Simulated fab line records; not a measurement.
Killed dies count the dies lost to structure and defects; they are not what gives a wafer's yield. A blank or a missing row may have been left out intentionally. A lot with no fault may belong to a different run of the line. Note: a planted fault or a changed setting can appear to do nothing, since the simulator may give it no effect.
Which tool is to blame? / flow n5-finfet / 24 lots with 72 wafers sampled at 2 steps, on a route of 1938 steps

WHAT THE GAUGES SHOWED, per wafer
N5_BEOL_M1_OCD_MEAS_38.
lot=L074; measured=day 6 03:10; on=ocd-01; trench-depth-nm (nm)=55.3 55.2 54.8
lot=L075; measured=day 6 13:46; on=ocd-02; trench-depth-nm (nm)=54.5 54.7 55.9
lot=L076; measured=day 6 16:44; on=ocd-01; trench-depth-nm (nm)=55.2 55.2 56.2
lot=L078; measured=day 6 22:40; on=ocd-01; trench-depth-nm (nm)=57.3 55.1 55.5
lot=L077; measured=day 7 02:27; on=ocd-01; trench-depth-nm (nm)=55.5 54.7 54.8
lot=L079; measured=day 7 10:13; on=ocd-02; trench-depth-nm (nm)=53.9 54.9 55.6
lot=L080; measured=day 8 03:16; on=ocd-02; trench-depth-nm (nm)=55.4 55.5 54.5
lot=L081; measured=day 8 06:08; on=ocd-01; trench-depth-nm (nm)=55.9 55.4 55.8
lot=L082; measured=day 8 06:37; on=ocd-01; trench-depth-nm (nm)=55.2 55.3 55.8
lot=L084; measured=day 8 13:26; on=ocd-01; trench-depth-nm (nm)=54.6 54.5 54.6
lot=L083; measured=day 8 17:01; on=ocd-01; trench-depth-nm (nm)=54.7 54.8 55.6
lot=L085; measured=day 8 22:30; on=ocd-02; trench-depth-nm (nm)=55.1 55.1 54.3
lot=L086; measured=day 9 02:19; on=ocd-01; trench-depth-nm (nm)=55.1 55.8 55.7
lot=L087; measured=day 9 08:38; on=ocd-02; trench-depth-nm (nm)=55.1 54.2 54.2
lot=L088; measured=day 10 01:52; on=ocd-01; trench-depth-nm (nm)=55.4 55.2 56.7
lot=L089; measured=day 10 03:22; on=ocd-01; trench-depth-nm (nm)=55.0 55.4 56.6
lot=L090; measured=day 10 07:52; on=ocd-01; trench-depth-nm (nm)=54.3 55.2 54.4
lot=L091; measured=day 10 08:17; on=ocd-02; trench-depth-nm (nm)=55.6 57.0 55.9
lot=L092; measured=day 11 02:17; on=ocd-01; trench-depth-nm (nm)=55.6 55.7 55.4
lot=L093; measured=day 11 06:11; on=ocd-01; trench-depth-nm (nm)=58.1 54.9 57.4
lot=L095; measured=day 11 14:43; on=ocd-02; trench-depth-nm (nm)=54.4 54.3 54.3
lot=L094; measured=day 11 14:49; on=ocd-01; trench-depth-nm (nm)=55.3 55.1 54.8
lot=L097; measured=day 12 07:58; on=ocd-01; trench-depth-nm (nm)=55.6 57.4 55.5
lot=L096; measured=day 12 11:43; on=ocd-01; trench-depth-nm (nm)=55.1 55.9 55.2

EACH LOT AND THE TOOL THAT RAN IT (in order: tool; ch and the chambers of the sampled wafers; start)
lot=L074; N5_BEOL_M1_VIA_ETCH_34=rie-diel-01 ch 1,2, day 6 02:55
lot=L075; N5_BEOL_M1_VIA_ETCH_34=rie-diel-01 ch 1,2,3, day 6 13:31
lot=L076; N5_BEOL_M1_VIA_ETCH_34=rie-diel-03 ch 0,2,3, day 6 16:28
lot=L078; N5_BEOL_M1_VIA_ETCH_34=rie-diel-01 ch 0,1,3, day 6 22:25
lot=L077; N5_BEOL_M1_VIA_ETCH_34=rie-diel-03 ch 0,1,2, day 7 02:11
lot=L079; N5_BEOL_M1_VIA_ETCH_34=rie-diel-04 ch 0,2, day 7 09:58
lot=L080; N5_BEOL_M1_VIA_ETCH_34=rie-diel-01 ch 0,1, day 8 03:00
lot=L081; N5_BEOL_M1_VIA_ETCH_34=rie-diel-01 ch 1,2, day 8 05:52
lot=L082; N5_BEOL_M1_VIA_ETCH_34=rie-diel-03 ch 0,1, day 8 06:21
lot=L084; N5_BEOL_M1_VIA_ETCH_34=rie-diel-01 ch 0,2, day 8 13:11
lot=L083; N5_BEOL_M1_VIA_ETCH_34=rie-diel-03 ch 0,1,3, day 8 16:46
lot=L085; N5_BEOL_M1_VIA_ETCH_34=rie-diel-04 ch 0,2, day 8 22:14
lot=L086; N5_BEOL_M1_VIA_ETCH_34=rie-diel-04 ch 0,1,2, day 9 02:04
lot=L087; N5_BEOL_M1_VIA_ETCH_34=rie-diel-04 ch 0,1,2, day 9 08:23
lot=L088; N5_BEOL_M1_VIA_ETCH_34=rie-diel-01 ch 0,1,3, day 10 01:37
lot=L089; N5_BEOL_M1_VIA_ETCH_34=rie-diel-01 ch 0,1,3, day 10 03:06
lot=L090; N5_BEOL_M1_VIA_ETCH_34=rie-diel-01 ch 0,1,2, day 10 07:36
lot=L091; N5_BEOL_M1_VIA_ETCH_34=rie-diel-01 ch 1,2,3, day 10 08:01
lot=L092; N5_BEOL_M1_VIA_ETCH_34=rie-diel-01 ch 0,2, day 11 02:01
lot=L093; N5_BEOL_M1_VIA_ETCH_34=rie-diel-01 ch 0,3, day 11 05:56
lot=L095; N5_BEOL_M1_VIA_ETCH_34=rie-diel-04 ch 2,3, day 11 14:28
lot=L094; N5_BEOL_M1_VIA_ETCH_34=rie-diel-01 ch 0,2, day 11 14:34
lot=L097; N5_BEOL_M1_VIA_ETCH_34=rie-diel-01 ch 1,2,3, day 12 07:43
lot=L096; N5_BEOL_M1_VIA_ETCH_34=rie-diel-01 ch 0,1,2, day 12 11:28
- N5_BEOL_M1_VIA_ETCH_34: etches the open film in C4F6/O2, target depth 67.8 nm, time 64.4 s.

AS READ BY THE TOOLS THEMSELVES (means over the sampled wafers that have a number; for cases with no such wafer, the mark the record gives instead)
N5_BEOL_M1_VIA_ETCH_34.
lot=L074; tool=rie-diel-01; bias-w (W)=170.3; drypump-motor-current-A (A)=5.7; oes-product-au (a.u.)=0.77; rf-vpp-V (V)=668; showerhead-plenum-p-Torr (Torr)=2.88; throttle-valve-pct (%)=30.71
lot=L075; tool=rie-diel-01; bias-w (W)=170.3; drypump-motor-current-A (A)=5.6; oes-product-au (a.u.)=0.83; rf-vpp-V (V)=671; showerhead-plenum-p-Torr (Torr)=2.91; throttle-valve-pct (%)=30.62
lot=L076; tool=rie-diel-03; bias-w (W)=170.2; drypump-motor-current-A (A)=5.1; oes-product-au (a.u.)=0.81; rf-vpp-V (V)=660; showerhead-plenum-p-Torr (Torr)=2.82; throttle-valve-pct (%)=30.99
lot=L078; tool=rie-diel-01; bias-w (W)=170.3; drypump-motor-current-A (A)=5.5; oes-product-au (a.u.)=0.90; rf-vpp-V (V)=672; showerhead-plenum-p-Torr (Torr)=2.97; throttle-valve-pct (%)=30.59
lot=L077; tool=rie-diel-03; bias-w (W)=169.8; drypump-motor-current-A (A)=5.5; oes-product-au (a.u.)=0.82; rf-vpp-V (V)=659; showerhead-plenum-p-Torr (Torr)=2.87; throttle-valve-pct (%)=30.93
lot=L079; tool=rie-diel-04; bias-w (W)=170.0; drypump-motor-current-A (A)=5.8; oes-product-au (a.u.)=0.69; rf-vpp-V (V)=674; showerhead-plenum-p-Torr (Torr)=2.93; throttle-valve-pct (%)=30.94
lot=L080; tool=rie-diel-01; bias-w (W)=170.0; drypump-motor-current-A (A)=5.4; oes-product-au (a.u.)=0.87; rf-vpp-V (V)=670; showerhead-plenum-p-Torr (Torr)=3.01; throttle-valve-pct (%)=30.65
lot=L081; tool=rie-diel-01; bias-w (W)=170.5; drypump-motor-current-A (A)=5.8; oes-product-au (a.u.)=0.81; rf-vpp-V (V)=670; showerhead-plenum-p-Torr (Torr)=2.94; throttle-valve-pct (%)=30.44
lot=L082; tool=rie-diel-03; bias-w (W)=170.3; drypump-motor-current-A (A)=5.7; oes-product-au (a.u.)=0.81; rf-vpp-V (V)=660; showerhead-plenum-p-Torr (Torr)=2.83; throttle-valve-pct (%)=30.84
lot=L084; tool=rie-diel-01; bias-w (W)=169.7; drypump-motor-current-A (A)=5.4; oes-product-au (a.u.)=0.75; rf-vpp-V (V)=666; showerhead-plenum-p-Torr (Torr)=2.88; throttle-valve-pct (%)=30.96
lot=L083; tool=rie-diel-03; bias-w (W)=169.7; drypump-motor-current-A (A)=5.3; oes-product-au (a.u.)=0.81; rf-vpp-V (V)=661; showerhead-plenum-p-Torr (Torr)=2.79; throttle-valve-pct (%)=30.92
lot=L085; tool=rie-diel-04; bias-w (W)=169.7; drypump-motor-current-A (A)=5.8; oes-product-au (a.u.)=0.69; rf-vpp-V (V)=669; showerhead-plenum-p-Torr (Torr)=2.92; throttle-valve-pct (%)=30.96
lot=L086; tool=rie-diel-04; bias-w (W)=169.8; drypump-motor-current-A (A)=5.8; oes-product-au (a.u.)=0.73; rf-vpp-V (V)=672; showerhead-plenum-p-Torr (Torr)=2.87; throttle-valve-pct (%)=30.77
lot=L087; tool=rie-diel-04; bias-w (W)=170.2; drypump-motor-current-A (A)=5.8; oes-product-au (a.u.)=0.73; rf-vpp-V (V)=671; showerhead-plenum-p-Torr (Torr)=2.87; throttle-valve-pct (%)=30.77
lot=L088; tool=rie-diel-01; bias-w (W)=170.0; drypump-motor-current-A (A)=5.5; oes-product-au (a.u.)=0.85; rf-vpp-V (V)=672; showerhead-plenum-p-Torr (Torr)=2.96; throttle-valve-pct (%)=30.60
lot=L089; tool=rie-diel-01; bias-w (W)=170.2; drypump-motor-current-A (A)=5.5; oes-product-au (a.u.)=0.85; rf-vpp-V (V)=672; showerhead-plenum-p-Torr (Torr)=2.96; throttle-valve-pct (%)=30.61
lot=L090; tool=rie-diel-01; bias-w (W)=170.0; drypump-motor-current-A (A)=5.6; oes-product-au (a.u.)=0.90; rf-vpp-V (V)=669; showerhead-plenum-p-Torr (Torr)=2.94; throttle-valve-pct (%)=30.60
lot=L091; tool=rie-diel-01; bias-w (W)=169.6; drypump-motor-current-A (A)=5.6; oes-product-au (a.u.)=0.90; rf-vpp-V (V)=671; showerhead-plenum-p-Torr (Torr)=2.90; throttle-valve-pct (%)=30.54
lot=L092; tool=rie-diel-01; bias-w (W)=170.0; drypump-motor-current-A (A)=5.2; oes-product-au (a.u.)=0.87; rf-vpp-V (V)=667; showerhead-plenum-p-Torr (Torr)=2.94; throttle-valve-pct (%)=30.86
lot=L093; tool=rie-diel-01; bias-w (W)=169.4; drypump-motor-current-A (A)=5.3; oes-product-au (a.u.)=0.84; rf-vpp-V (V)=672; showerhead-plenum-p-Torr (Torr)=2.92; throttle-valve-pct (%)=30.80
lot=L095; tool=rie-diel-04; bias-w (W)=169.8; drypump-motor-current-A (A)=6.3; oes-product-au (a.u.)=0.70; rf-vpp-V (V)=660; showerhead-plenum-p-Torr (Torr)=2.78; throttle-valve-pct (%)=30.90
lot=L094; tool=rie-diel-01; bias-w (W)=170.4; drypump-motor-current-A (A)=5.2; oes-product-au (a.u.)=0.87; rf-vpp-V (V)=667; showerhead-plenum-p-Torr (Torr)=2.93; throttle-valve-pct (%)=30.85
lot=L097; tool=rie-diel-01; bias-w (W)=170.0; drypump-motor-current-A (A)=5.6; oes-product-au (a.u.)=0.86; rf-vpp-V (V)=670; showerhead-plenum-p-Torr (Torr)=2.89; throttle-valve-pct (%)=30.56
lot=L096; tool=rie-diel-01; bias-w (W)=170.1; drypump-motor-current-A (A)=5.5; oes-product-au (a.u.)=0.86; rf-vpp-V (V)=669; showerhead-plenum-p-Torr (Torr)=2.93; throttle-valve-pct (%)=30.62

THE ANSWER, worked out from the rows above alone
Rule: the usual values come from the lots themselves. The widest of any qualifying gaps counts: lots, ordered by their means at a reading, are off when they make up no more than a third of the lots, leave a main group of 4 or more, and stand apart from it by 3 or more times the standard deviation of that group's means. If all means in a main group match to the digits the tables above print for the reading, that group is not used. A lot without any number at a reading at which 4 lots or more have one is off too. Where the step has rows for the other lots, those lots are counted as sound. After the gauges, taken in route order, come the tools' own readings; for these a lot's mean is taken, as printed above. At the first step where some lot is off, the reading lying furthest off is the one used; lots without a number count as furthest.
Across all readings shown, no lot is off: no conclusion can be drawn from this.

WHAT THE SIMULATOR HAD INSERTED
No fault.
